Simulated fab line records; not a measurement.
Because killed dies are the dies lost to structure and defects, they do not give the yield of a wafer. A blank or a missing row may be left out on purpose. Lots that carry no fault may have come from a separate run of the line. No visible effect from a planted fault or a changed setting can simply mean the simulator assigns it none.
Code-filled problem report in 8D (eight disciplines) form -- flow n5 finfet -- the parts of the form that need people (team, actions taken, sign-off) are left out

== 1. WHAT IS WRONG ==
Mean of raw defect count at N5_BEOL_M9_INSPECT_58: 955 across 6 wafers in 2 lots; on wafers with no fault it is 74 (standard deviation 19). Relative to the usual mean, that is a shift of +46 standard deviations.
The step: inspects for defects (darkfield).
First observed at day 12 10:28: wafer L511.3, on defect inspect-01. Wafers with a number at this step in the record: 27, from 9 lots. Rule for "out" (also "out of limits"): further than 4 standard deviations from the usual mean. All remaining wafers that have a number are taken as sound.

== 2. WHAT IT IS; WHAT IT IS NOT ==
question,is,is not
which readings at this step,raw defect count,-
which lots,"L511, L512","L501, L502, L513, L517, L520, L523, L524"
which wafers of those lots,all that have a number,-
read on which gauges,defect inspect-01,defect inspect-02
when,from day 12 10:28,"up to then (6 sound wafers); but 15 sound wafers of L513, L517, L520, L523, L524 came after"

== 3. THE SUSPECTS, EACH WITH WHAT RULES IT OUT ==
Counting: a tool at a process step up to the reading stays a suspect if it ran every lot that is out and no sound lot after the first of them.
- the gauge at N5_BEOL_M9_INSPECT_58 has been ruled out. All the wafers that are out were read on defect inspect-01, but those of them that N5_PASSIVATION_PROBE_49 has rows for are out there too, on other tools.
- rie diel-04 at N5_BEOL_M9_ETCH_66 (etches SOC in N2/H2, target depth 80 nm, overetch 16 nm, time 120 s): kept. All lots that are out passed through it, beginning with L511 at day 12 07:11, and no sound lot followed; its final sound lot before that point was L502 at day 9 11:51.
- pecvd-02 at N5_BEOL_M9_DEP_56 (deposits SiCN from 3MS/NH3, target thk 15 nm, time 26.5 s): ruled out as a lasting fault. The sound lots L523 went through it after L511, its earliest lot that is out (day 12 10:22).
Left after counting: rie diel-04 at N5_BEOL_M9_ETCH_66.

== 4. THE CAUSE (what the simulator had put in) ==
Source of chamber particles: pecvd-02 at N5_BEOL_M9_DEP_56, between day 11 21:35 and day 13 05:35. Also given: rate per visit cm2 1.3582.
The count ruled it out by mistake, since the rule takes a fault to strike every lot its tool runs from the start of the fault on, and this one did not do so.

== 5. SEQUENCE OF EFFECTS, ordered by route ==
Each row: a reading where the mean over the struck wafers with a number is more than 3 standard deviations away from the usual. Readings are gone through only where the record gives a usual standard deviation; hours: the median, over the lots, of the time from a lot's start at the first step in this table giving one to that lot's start at this step; sigmas: the change measured in usual standard deviations.
hours,step,reading,usual,on struck wafers,change,sigmas
0,N5_BEOL_M9_INSPECT_58,raw defect count,74,955,+881,+46
3,N5_BEOL_M10_INSPECT_13,raw defect count,442,1248,+806,+9.0
4,N5_BEOL_M10_INSPECT_30,raw defect count,442,1259,+817,+9.3
56,N5_PASSIVATION_PROBE_49,defect limited yield,90.9 %,83.0,-7.9,-5.2
56,N5_PASSIVATION_PROBE_49,killed_at_M4_up,13,117,+104,+23
56,N5_PASSIVATION_PROBE_49,killed dies,107,200,+93,+5.2
56,N5_PASSIVATION_PROBE_49,sort_bin_5_function,5.3 %,10.2,+4.9,+4.4
56,N5_PASSIVATION_PROBE_49,sort n pass,1073,980,-93,-5.2
56,N5_PASSIVATION_PROBE_49,sort yield pct,90.9 %,83.0,-7.9,-5.2
Its process steps:
- N5_PASSIVATION_PROBE_49

== 6. HOW IT WOULD HAVE BEEN CAUGHT EARLIER ==
The first out-of-limits reading at a measuring or inspecting step in this record came at day 12 10:28, 13 hours after the fault's start at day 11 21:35.
Tool readings at N5_BEOL_M9_DEP_56 with a usual standard deviation given in the record: none out on any struck wafer, hence no alarm at a limit of 4 standard deviations on them.
